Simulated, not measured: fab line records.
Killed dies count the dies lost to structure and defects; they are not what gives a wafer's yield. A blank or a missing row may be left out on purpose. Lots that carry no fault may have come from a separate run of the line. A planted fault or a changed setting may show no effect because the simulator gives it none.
Which tool was responsible?    flow nand-harc    12 lots (35 wafers sampled), 1 step of a 1302-step route

== WHAT THE GAUGES READ, wafer by wafer ==
NHARC_P_GATE_INSPECT_68.
lot   measured      on                 raw-defect-count
L618  day 5 22:20   defect-inspect-01  241 139 114
L620  day 6 12:44   defect-inspect-01  159 212 134
L621  day 7 13:50   defect-inspect-02  283 244 195
L623  day 8 04:17   defect-inspect-02  145 92 67
L624  day 8 05:20   defect-inspect-01  166 221 159
L625  day 9 02:55   defect-inspect-01  190 280 248
L626  day 9 07:58   defect-inspect-01  192 153 171
L627  day 9 22:25   defect-inspect-01  475 263 447
L628  day 9 23:36   defect-inspect-02  265 202 228
L635  day 13 04:17  defect-inspect-02  358 255 340
L637  day 13 15:13  defect-inspect-02  334 488
L640  day 14 23:11  defect-inspect-02  218 117 109

== EACH LOT AND THE TOOL THAT RAN IT (in order: tool; ch and the chambers of the sampled wafers; start) ==
Record: no process step prior to these readings.

== AS READ BY THE TOOLS THEMSELVES (means over the sampled wafers that have a number; for cases with no such wafer, the mark the record gives instead) ==
The record holds no such reading with a usual standard deviation.

== THE ANSWER, worked out from the rows above alone ==
Rule: usual is defined by the lots themselves. Put in order of their means at a reading, lots are off if they are a third of the lots or fewer, leave a main group of 4 or more, and stand apart from it by a gap of 3 or more times the standard deviation of the main group's means; of several such gaps the widest counts. If all means in a main group match to the digits the tables above print for the reading, that group is not used. A lot without any number at a reading at which 4 lots or more have one is off too. All remaining lots with rows at the step are treated as sound. Order of review: gauges by route order, followed by the tools' own readings, for which a lot's mean as printed above is used. At the first step where some lot is off, the reading lying furthest off is the one used; lots without a number count as furthest.
No lot is off at any reading shown: from this, nothing can be told.

== WHAT THE SIMULATOR HAD PUT IN ==
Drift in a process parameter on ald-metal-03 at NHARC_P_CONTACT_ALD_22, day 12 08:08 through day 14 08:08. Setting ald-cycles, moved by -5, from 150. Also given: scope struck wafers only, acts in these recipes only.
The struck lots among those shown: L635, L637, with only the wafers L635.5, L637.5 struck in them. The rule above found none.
